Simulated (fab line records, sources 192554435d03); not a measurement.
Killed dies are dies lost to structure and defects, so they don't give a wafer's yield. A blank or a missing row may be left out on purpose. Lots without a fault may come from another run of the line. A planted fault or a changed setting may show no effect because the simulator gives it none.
Chamber matching | flow n5_finfet | N5_BEOL_M15_CMP_49 on cmp-01: 4 sister chambers
The step polishes, stops on SiO2, t overpolish 4.9 s, target thk 850 nm. 8 wafers are shown with their chamber, then 10 later ones without.

WAFERS WITH THEIR CHAMBER
wafer  | chamber | motor_current_A (A) | barrier_field_endpoint_s (s)
L083.4 | 0       | 8.5                 | 11.66
L085.4 | 0       | 8.7                 | 11.88
L085.5 | 2       | 7.2                 | 11.78
L087.1 | 1       | 10.2                | 11.65
L087.2 | 3       | 7.3                 | 11.35
L087.3 | 2       | 7.4                 | 11.38
L089.1 | 3       | 7.4                 | 11.31
L089.2 | 1       | 10.3                | 11.74

WAFERS WITHOUT THEIR CHAMBER
wafer  | motor_current_A (A) | barrier_field_endpoint_s (s)
L089.4 | 8.9                 | 11.55
L093.2 | 7.5                 | 11.48
L093.3 | 10.7                | 11.19
L093.4 | 8.4                 | 11.48
L094.4 | 7.3                 | 11.73
L094.5 | 8.3                 | 11.73
L094.6 | 7.6                 | 11.74
L095.1 | 7.5                 | 11.30
L095.4 | 10.4                | 11.44
L095.5 | 7.9                 | 11.36

WHICH CHAMBER EACH WENT THROUGH
wafer  | from the rows above          | in truth
L089.4 | 0                            | 0
L093.2 | can't be placed: 3 or 2      | 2
L093.3 | 1                            | 1
L093.4 | 0                            | 0
L094.4 | can't be placed: 2 or 3      | 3
L094.5 | 0                            | 0
L094.6 | can't be placed: 2 or 3      | 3
L095.1 | can't be placed: 3 or 2      | 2
L095.4 | 1                            | 1
L095.5 | can't be placed: 3 or 2 or 0 | 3
Placed correctly: 5 of 10. Can't be placed from these rows: 5 (the true chamber is among the candidates in 5). Placed wrongly: 0.
How it was worked out, from the rows above alone: a wafer's distance from a chamber is the root of the sum, over the readings, of the square of ((its reading less the chamber's mean) divided by the reading's scatter). The wafer belongs to the nearest chamber; if the next one is less than 2 further off, it can't be placed. A chamber's mean is the mean of its shown wafers. The scatter: the root of (the sum of the squares of (reading less its chamber's mean) over the shown wafers, divided by (wafers less chambers)).
